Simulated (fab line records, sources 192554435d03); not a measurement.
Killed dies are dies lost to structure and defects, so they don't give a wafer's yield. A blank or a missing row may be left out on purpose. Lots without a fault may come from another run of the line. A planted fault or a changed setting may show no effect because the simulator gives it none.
fab line records | flow n5_finfet
record lots=4 wafers=12 last_day=18
route steps=1938 shown BEOL_M15@1789 PASSIVATION@1936
lots that met no fault: from a run of the same line without faults
start_h: hours from the record's first day to the start of the lot's first wafer shown | wait_h: hours since the lot's step before | " the same as in the row above | L1.1+2: a row that stands for several wafers | - no value, or no start given | * or withheld: withheld | < > ~ a bound
route shown NAME@n: a module of which the file shows steps, and the number in the route of the first | usual: mean/standard deviation of fault-free wafers | same: alike in all rows | chamber/n: place in a boat | sites: the reading at each site | _std_site: their standard deviation | _edge_site: outer sites' mean less inner sites' | radius_mm: how far each site lies from the wafer's centre | mask NAME#n: copy n | behind: the tool/chamber that last shaped the wafer | hold: why the lot was held/for how many hours/how that ended | device: the transistor (n, p or np) that didn't switch | end of line: the same wafers' tests at the end of the route | a step without rows: its recipe alone | killed: dies lost to structure and defects at the first sort, not the wafer's yield | map: a wafer's dies, x killed, . not, _ none there
set.NAME: the setting as run; set.NAME@STEP: as run at that earlier step | model.NAME: the simulator's own value behind a step, which no gauge read
lots at some steps of the route; a table a step, a row a wafer
services: from which hour (start_h, from the record's first day; less than 0 if before it) a tool's chamber was out of use, for how many hours, and why
## steps
# step N5_BEOL_M15_STRIP_63
# recipe chemistry=O2 power_w=600 temp_c=60 pressure_mtorr=30 rf_frequency_hz=6e+07 bias_power_w=0 overash_fraction=0.3 o2_flow_sccm=225
# step N5_BEOL_M15_STRIP_64
# recipe chemistry=O2 power_w=600 temp_c=60 pressure_mtorr=30 rf_frequency_hz=6e+07 bias_power_w=0 overash_fraction=0.3 o2_flow_sccm=225
# step N5_BEOL_M15_STRIP_65
# recipe chemistry=post_etch_residue_remover time_s=60 temp_c=25 remover_ph=withheld remover_water_wt_pct=withheld remover_fluoride_wt_pct=withheld
# step N5_BEOL_M15_SRD_66
# recipe time_s=30 temp_c=23 rinse_liquid=diw dry=n2_spin spin_rpm=1500 dry_time_s=30
# step N5_BEOL_M15_COAT_56
# recipe resist=SOC temp_c=250 time_s=60 spin_rpm=1500 resist_thk_nm=550
# step N5_BEOL_M15_ETCH_57
# recipe chemistry=N2/H2 target=SOC source_w=3000 bias_w=350 time_s=750 ion_energy_ev=200 pressure_mtorr=30 n2_flow_sccm=200 h2_flow_sccm=200
# step N5_BEOL_M15_COAT_60
# recipe resist=BARC temp_c=205 time_s=60 spin_rpm=1500 resist_thk_nm=89
# step N5_BEOL_M15_COAT_22
# recipe spin_rpm=1704 resist_thk_nm=800
# step N5_BEOL_M15_EBR_24
# recipe solvent=PGMEA ebr_width_mm=1.5
# step N5_BEOL_M15_SOFTBAKE_23
# recipe temp_c=130 time_s=60
# step N5_BEOL_M15_EXPOSE_25
# recipe mask_id=M15 na=0.8 source_shape=annular sigma_inner=0.5 sigma_outer=0.8 polarization=unpolarized target_cd_nm=400 dose_mj=35.5
# step N5_BEOL_M15_PEB_26
# recipe peb_temp_c=130 peb_time_s=90
# usual chill_plate_temp_C=23.03/0.11 exhaust_pa=44.9/1 heater_power_total_W=172.5/0.79 plate_temp_C=129.97/0.13
# columns lot.wafer tool chamber start_h wait_h chill_plate_temp_C exhaust_pa heater_power_total_W plate_temp_C
L325.4 litho_track-03 0 267.00 0.0 22.94 44.1 173.9 129.95
L325.5 " 0 " " 23.04 44.0 172.9 129.95
L325.6 " 0 " " 22.91 45.4 172.5 129.75
L328.2 litho_track-03 0 310.08 0.0 23.02 44.1 167.9 127.41
L328.3 " 0 " " 22.95 44.1 168.6 127.21
L328.5 " 0 " " 22.88 42.8 168.5 127.27
L330.2 litho_track-03 0 324.11 0.0 23.18 45.4 167.4 127.22
L330.3 " 0 " " 23.13 45.2 167.5 127.17
L330.5 " 0 " " 23.09 45.3 167.8 127.38
L339.1 litho_track-04 0 396.30 0.1 23.08 44.6 173.2 129.99
L339.3 " 0 " " 23.03 44.3 172.8 129.88
L339.5 " 0 " " 23.12 43.9 173.5 130.10
# step N5_BEOL_M15_DEVELOP_27
# recipe develop_time_s=45 rinse_liquid=diw dry=air_spin dev_temp_c=21
# step N5_BEOL_M15_HARDBAKE_32
# recipe temp_c=130 time_s=120
# step N5_BEOL_M15_CD_MEAS_28
# recipe target_cd_nm=407.6 landing_energy_ev=500 detector=se_inlens
# usual cd_nm=406.3/2.1
# columns lot.wafer tool chamber start_h wait_h cd_nm
L325.4 cd_sem-01 0 267.12 - 401.9
L325.5 " 0 " " 404.4
L325.6 " 0 " " 403.4
L328.2 cd_sem-01 0 310.20 - 393.9
L328.3 " 0 " " 390.3
L328.5 " 0 " " 394.0
L330.2 cd_sem-01 0 324.22 - 397.1
L330.3 " 0 " " 395.3
L330.5 " 0 " " 392.6
L339.1 cd_sem-03 0 396.41 - 403.2
L339.3 " 0 " " 406.3
L339.5 " 0 " " 407.2
# step N5_BEOL_M15_DESCUM_33
# recipe chemistry=O2 time_s=7.9 source_power_w=50 bias_power_w=20 pressure_mtorr=20 rf_frequency_hz=2.712e+07 temp_c=40 o2_flow_sccm=225
# usual drypump_motor_current_A=5.9/0.35 o2_flow_sccm=225.0/0.69 oes_product_au=0.81/0.086 rf_vpp_V=243.1/1.7 showerhead_plenum_p_Torr=2.09/0.096 throttle_valve_pct=20.32/0.28
# same time_s=7.9
# columns lot.wafer tool chamber start_h wait_h drypump_motor_current_A o2_flow_sccm oes_product_au rf_hours_counter_h rf_vpp_V showerhead_plenum_p_Torr throttle_valve_pct model.BEOL_M15.cd_nm
L325.4 rie_diel-04 3 267.22 0.0 5.7 224.9 0.76 - 240.5 1.94 20.28 401.8
L325.5 " 2 " " 6.0 223.9 0.93 - 244.3 2.13 20.30 404.4
L325.6 " 1 " " 6.2 226.0 0.73 - 243.5 2.18 20.41 403.8
L328.2 rie_diel-03 3 310.29 0.0 5.5 224.3 0.91 18 246.2 2.22 19.86 394
L328.3 " 0 " " 5.8 225.4 0.82 75 242.5 2.11 20.64 390.6
L328.5 " 2 " " 6.5 225.2 0.90 - 242.2 2.07 20.16 393.8
L330.2 rie_diel-03 2 324.31 0.0 6.6 223.3 0.89 39 241.8 2.07 20.15 397.2
L330.3 " 1 " " 5.6 225.3 0.70 234 242.3 1.98 20.84 395.8
L330.5 " 3 " " 5.5 224.9 0.91 - 245.9 2.22 19.88 392.4
L339.1 rie_diel-03 3 396.69 0.2 5.5 224.9 0.86 46 245.1 2.21 19.91 403.4
L339.3 " 2 " " 6.6 224.8 0.86 61 242.7 2.06 20.18 406
L339.5 " 0 " " 5.8 225.1 0.79 - 242.7 2.10 20.67 406.8
# step N5_BEOL_M15_ETCH_61
# recipe chemistry=N2/H2 target=BARC target_depth_a=890 overetch_a=267 time_s=67.9 ion_energy_ev=200 pressure_mtorr=30 source_w=840 bias_w=150 n2_flow_sccm=200 h2_flow_sccm=200
# step N5_BEOL_M15_TRENCH_ETCH_34
# recipe chemistry=C4F8/O2/Ar target=SiO2 target_depth_a=8729.3 he_inner_torr=15 he_outer_torr=30 time_s=199 ion_energy_ev=800 pressure_mtorr=20 source_w=1905 bias_w=2040 Ar_flow_sccm=400 C4F8_flow_sccm=16 O2_flow_sccm=12
# step N5_BEOL_M15_STRIP_36
# recipe chemistry=O2 power_w=600 temp_c=60 pressure_mtorr=30 rf_frequency_hz=6e+07 bias_power_w=0 overash_fraction=0.3 o2_flow_sccm=225
# step N5_BEOL_M15_STRIP_62
# recipe chemistry=O2 power_w=600 temp_c=60 pressure_mtorr=30 rf_frequency_hz=6e+07 bias_power_w=0 overash_fraction=0.3 o2_flow_sccm=225
# step N5_BEOL_M15_STRIP_37
# recipe chemistry=O2 power_w=600 temp_c=60 pressure_mtorr=30 rf_frequency_hz=6e+07 bias_power_w=0 overash_fraction=0.3 o2_flow_sccm=225
# step N5_BEOL_M15_ETCH_38
# recipe chemistry=CF4/N2 target=SiCN target_depth_a=1064 taper_deg=2 time_s=120.5 ion_energy_ev=150 mask_material=SiO2 pressure_mtorr=40 source_w=430 bias_w=70 Ar_flow_sccm=100 cf4_flow_sccm=60 n2_flow_sccm=60
# usual drypump_motor_current_A=5.9/0.32 oes_product_au=0.82/0.084 rf_vpp_V=382.1/2.6 showerhead_plenum_p_Torr=2.20/0.096 throttle_valve_pct=15.36/0.25
# same time_s=120.5
# columns lot.wafer tool chamber start_h wait_h drypump_motor_current_A oes_product_au rf_hours_counter_h rf_vpp_V showerhead_plenum_p_Torr throttle_valve_pct model.BEOL_M15.cd_nm
L325.4 rie_diel-03 2 - - 6.5 0.92 23 381.7 2.17 14.97 396.2
L325.5 " 0 " " 5.8 0.86 - 382.9 2.24 15.55 395.4
L325.6 " 1 " " 5.6 0.73 - 378.2 2.10 15.79 396.8
L328.2 rie_diel-03 3 - - 5.5 0.90 19 384.0 2.35 14.96 387.2
L328.3 " 2 " " 6.5 0.90 34 381.2 2.16 15.01 383.4
L328.5 " 2 " " 6.5 0.90 - 381.4 2.16 14.99 388.4
L330.2 rie_diel-06 0 - - 5.4 0.93 16 385.4 2.34 15.16 390.6
L330.3 " 2 " " 5.9 0.86 32 381.6 2.25 15.14 385.8
L330.5 " 3 " " 5.9 0.73 - 381.3 2.12 15.61 385.4
L339.1 rie_diel-03 0 - - 5.8 0.80 105 382.5 2.22 15.63 396.2
L339.3 " 2 " " 6.5 0.86 63 383.0 2.15 15.05 397.8
L339.5 " 3 " " 5.5 0.84 - 385.2 2.34 15.02 398.8
# step N5_BEOL_M15_PRECLEAN_39
# recipe chemistry=residue_remover time_s=60 temp_c=40
# step N5_PASSIVATION_PROBE_49
# usual defect_limited_yield=90.9/1.6 killed_at_M0_to_M3=34/10 killed_at_M4_up=13/5.4 killed_at_contacts=13/6 killed_at_front_end=42/13 killed_at_other=4/3.2 killed_dies=107/18 killed_on_rim=14/4.2 killed_open=69/14 killed_short=35/7.7 sort_bin_4_leakage=0.02/0.17 sort_bin_5_function=5.3/1 sort_bin_6_memory=3.3/0.75 sort_n_pass=1073/19 sort_yield_pct=90.9/1.6
# same gross_dies=1180 killed_at_back_side=0 sort_bin_8_speed[%]=0
# columns lot.wafer tool chamber start_h wait_h defect_limited_yield[%] killed_at_M0_to_M3 killed_at_M4_up killed_at_contacts killed_at_front_end killed_at_other killed_dies killed_on_rim killed_open killed_short sort_bin_4_leakage[%] sort_bin_5_function[%] sort_bin_6_memory[%] sort_n_pass sort_yield_pct[%]
L325.4 prober-01 - 289.65 0.2 93.5 26 10 19 20 2 77 10 48 27 0 3.4 2.7 1103 93.5
L325.5 prober-01 - 289.70 0.2 92.1 21 17 7 39 9 93 13 56 30 0 4.4 2.8 1087 92.1
L325.6 prober-01 - 289.75 0.3 90.7 46 7 18 37 2 110 16 63 42 0 5.5 3.7 1070 90.7
L328.2 prober-02 - 327.06 0.1 90.3 46 18 18 25 7 114 14 74 38 0.08 6.0 3.2 1065 90.3
L328.3 prober-02 - 327.11 0.1 90.6 28 8 27 38 10 111 17 82 23 0 5.9 3.2 1069 90.6
L328.5 prober-02 - 327.21 0.2 91.4 36 7 22 37 0 102 9 60 39 0 5.0 3.2 1078 91.4
L330.2 prober-01 - 342.62 0.1 90.6 30 11 22 41 7 111 19 66 37 0 5.8 3.5 1069 90.6
L330.3 prober-01 - 342.67 0.1 91.9 21 9 4 58 3 95 9 53 42 0 4.7 3.1 1085 91.9
L330.5 prober-01 - 342.77 0.2 91.1 36 7 17 41 4 105 11 65 38 0 5.0 3.1 1075 91.1
L339.1 prober-02 - 420.80 0.0 90.3 20 21 13 58 3 115 18 74 40 0 6.5 2.9 1065 90.3
L339.3 prober-02 - 420.90 0.1 90.2 30 11 8 58 9 116 16 63 44 0 6.0 3.6 1064 90.2
L339.5 prober-02 - 421.00 0.2 93.3 28 6 11 33 1 79 6 47 31 0 4.2 2.2 1101 93.3
# killed by level:class
L325.4 MOL_CONTACT_COAG:geometric_particle:open=12 BEOL_M0_SAQP:geometric_particle:short=9 BEOL_M0_SAQP:geometric_particle:open=7 MOL_CONTACT_COAG:geometric_particle:short=6 STARTING-WAFER:geometric_particle:short=4 BEOL_M1:geometric_particle:open=3 BEOL_M4:geometric_particle:open=3 BEOL_M2:geometric_particle:open=3
L325.5 BEOL_M4:geometric_particle:open=10 FIN_SAQP:geometric_particle:short=9 BEOL_M0_SAQP:geometric_particle:open=6 BEOL_M2:geometric_particle:open=6 HKMG_FIN:area_etch=5 DUMMY_GATE:geometric_particle:open=4 MOL_CONTACT_COAG:geometric_particle:open=4 BEOL_M2:geometric_particle:short=4
L325.6 BEOL_M0_SAQP:geometric_particle:short=15 BEOL_M0_SAQP:geometric_particle:open=11 BEOL_M2:geometric_particle:open=10 MOL_CONTACT_COAG:geometric_particle:open=9 DUMMY_GATE:geometric_particle:open=8 FIN_SAQP:geometric_particle:short=5 MOL_CONTACT_COAG:geometric_particle:short=5 FIN_SAQP:geometric_particle:open=4
L328.2 MOL_CONTACT_COAG:geometric_particle:open=13 BEOL_M0_SAQP:geometric_particle:open=11 BEOL_M4:geometric_particle:open=10 FIN_SAQP:geometric_particle:short=9 BEOL_M3:geometric_particle:open=9 BEOL_M1:geometric_particle:open=6 MOL_CONTACT_COAG:geometric_particle:short=5 BEOL_M0_SAQP:geometric_particle:short=5
L328.3 MOL_CONTACT_COAG:geometric_particle:open=23 BEOL_M2:geometric_particle:open=16 FIN_SAQP:geometric_particle:open=13 PASSIVATION:area_etch=6 DUMMY_GATE:geometric_particle:open=5 FIN_SAQP:geometric_particle:short=4 STI_FIN_REVEAL:geometric_particle:open=4 MOL_CONTACT_COAG:geometric_particle:short=4
L328.5 MOL_CONTACT_COAG:geometric_particle:open=15 BEOL_M0_SAQP:geometric_particle:short=12 FIN_SAQP:geometric_particle:short=10 FIN_SAQP:geometric_particle:open=7 STI_FIN_REVEAL:geometric_particle:open=7 BEOL_M0_SAQP:geometric_particle:open=7 MOL_CONTACT_COAG:geometric_particle:short=6 BEOL_M2:geometric_particle:open=6
L330.2 MOL_CONTACT_COAG:geometric_particle:open=16 BEOL_M2:geometric_particle:open=8 STI_FIN_REVEAL:geometric_particle:open=7 BEOL_M0_SAQP:geometric_particle:open=7 FIN_SAQP:geometric_particle:short=6 MOL_CONTACT_COAG:geometric_particle:short=6 STARTING-WAFER:geometric_particle:open=6 FIN_SAQP:geometric_particle:open=5
L330.3 FIN_SAQP:geometric_particle:short=14 FIN_SAQP:geometric_particle:open=13 STI_FIN_REVEAL:geometric_particle:open=7 BEOL_M0_SAQP:geometric_particle:short=6 GATE_CUT:geometric_particle:short=5 BEOL_M3:geometric_particle:open=4 STI_FIN_REVEAL:geometric_particle:short=4 DUMMY_GATE:geometric_particle:open=4
L330.5 BEOL_M2:geometric_particle:open=13 MOL_CONTACT_COAG:geometric_particle:open=11 STI_FIN_REVEAL:geometric_particle:open=9 BEOL_M0_SAQP:geometric_particle:short=9 FIN_SAQP:geometric_particle:short=7 BEOL_M0_SAQP:geometric_particle:open=7 FIN_SAQP:geometric_particle:open=6 MOL_CONTACT_COAG:geometric_particle:short=6
L339.1 STI_FIN_REVEAL:geometric_particle:open=18 FIN_SAQP:geometric_particle:open=13 MOL_CONTACT_COAG:geometric_particle:open=11 FIN_SAQP:geometric_particle:short=8 STARTING-WAFER:geometric_particle:short=8 BEOL_M0_SAQP:geometric_particle:short=8 BEOL_M4:geometric_particle:open=7 BEOL_M5:geometric_particle:open=7
L339.3 FIN_SAQP:geometric_particle:short=15 BEOL_M3:geometric_particle:open=12 FIN_SAQP:geometric_particle:open=10 STI_FIN_REVEAL:geometric_particle:open=9 MOL_CONTACT_COAG:geometric_particle:open=7 FIN_CUT:area_etch=7 PAD_METAL:geometric_particle:short=6 DUMMY_GATE:geometric_particle:open=5
L339.5 FIN_SAQP:geometric_particle:open=9 BEOL_M3:geometric_particle:open=9 FIN_SAQP:geometric_particle:short=8 MOL_CONTACT_COAG:geometric_particle:open=7 BEOL_M0_SAQP:geometric_particle:short=7 BEOL_M0_SAQP:geometric_particle:open=7 DUMMY_GATE:geometric_particle:open=4 MOL_CONTACT_COAG:geometric_particle:short=4
## services
# columns tool chamber start_h hours kind
rie_diel-04 0 250.43 17.9 repair
rie_diel-03 - 267.61 2.8 pm
rie_diel-03 3 285.89 4.9 repair
rie_diel-06 - 318.79 1.1 repair
litho_track-04 - 321.72 - consumable_replace:filter
rie_diel-04 0 341.79 8.0 repair
rie_diel-06 0 366.77 5.4 repair
rie_diel-03 1 373.77 - clean
rie_diel-03 1 373.77 - consumable_replace:esc
rie_diel-03 1 373.77 - consumable_replace:focus_ring
rie_diel-03 1 373.77 - consumable_replace:showerhead
rie_diel-03 1 373.77 29.0 scheduled_down
rie_diel-03 1 373.77 29.0 vent_cycle
rie_diel-04 0 391.03 6.1 repair
rie_diel-06 3 398.14 6.2 repair
## key
first_sign step=N5_BEOL_M15_PEB_26 reading=plate_temp_C direction=down sigmas=20 usual=* struck=*
effect step=N5_BEOL_M15_PEB_26 reading=heater_power_total_W direction=down sigmas=5.8 usual=* struck=*
effect step=N5_BEOL_M15_CD_MEAS_28 reading=cd_nm direction=down sigmas=5.9 usual=406.3 struck=393.9 through=control_loop
model_effect step=N5_BEOL_M15_DESCUM_33 value=BEOL_M15.cd_nm without=405.9 struck=394
model_effect step=N5_BEOL_M15_ETCH_38 value=BEOL_M15.cd_nm without=398.8 struck=386.8
met_at N5_BEOL_M15_PEB_26
struck_wafers L328.2,L328.3,L328.5,L330.2,L330.3,L330.5
loop_trim step=N5_BEOL_M15_EXPOSE_25 setting=dose lots=L330
onset_between 267.00 310.08
fault kind=process_parameter_drift tool=litho_track-03 chamber=- onset_h=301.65 steps=N5_BEOL_M15_PEB_26 channel=peb_temp_c offset=* shape=step end_h=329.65 acts_in=* stated=*
# loop_trim: a control loop set the setting to another value than it would have without faults
